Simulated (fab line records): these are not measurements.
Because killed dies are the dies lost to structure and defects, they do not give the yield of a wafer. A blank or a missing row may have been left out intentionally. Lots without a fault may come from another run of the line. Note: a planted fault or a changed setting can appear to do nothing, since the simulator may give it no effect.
Matching of chambers -- flow nand_harc -- NHARC_A_BONDPAD_DESCUM_11 on rie_diel-07 has 4 sister chambers
The step chemistry O2, time 3 s. 7 wafers are shown with their chamber, then 8 later ones without.

WAFERS PAIRED WITH THEIR CHAMBERS
wafer,chamber,drypump_motor_current_A (A),oes_product_au (a.u.)
L782.2,1,5.4,1.013
L783.2,3,5.1,0.991
L783.3,2,6.5,0.992
L785.3,0,5.1,1.005
L785.4,3,5.0,1.008
L785.5,2,6.5,0.997
L787.1,0,5.0,0.997

WAFERS WHOSE CHAMBER IS MISSING
wafer,drypump_motor_current_A (A),oes_product_au (a.u.)
L787.3,5.0,1.006
L787.4,5.3,1.007
L789.1,6.5,1.005
L789.5,5.1,0.984
L789.6,5.0,1.005
L790.1,5.4,1.005
L790.3,6.5,1.000
L790.6,5.3,1.022

WHICH CHAMBER EACH WENT THROUGH
wafer,from the rows above,in truth
L787.3,can't be placed: 0 or 3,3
L787.4,1,1
L789.1,2,2
L789.5,can't be placed: 3 or 0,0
L789.6,can't be placed: 0 or 3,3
L790.1,1,1
L790.3,2,2
L790.6,1,1
Correctly placed: 5 of 8. Unplaceable from these rows: 3, with the true chamber sitting among the candidates in 3. Number placed wrongly: 0.
How it was worked out, from the rows above alone: a wafer's distance from a chamber is the root of the sum, over the readings, of the square of ((its reading less the chamber's mean) divided by the reading's scatter). The wafer belongs to the nearest chamber; if the next one is less than 2 further off, it can't be placed. The mean given for a chamber averages the wafers shown for that chamber. The scatter: take each reading less its chamber's mean, square it, sum over the shown wafers, divide by the number of wafers less the number of chambers, and take the root.
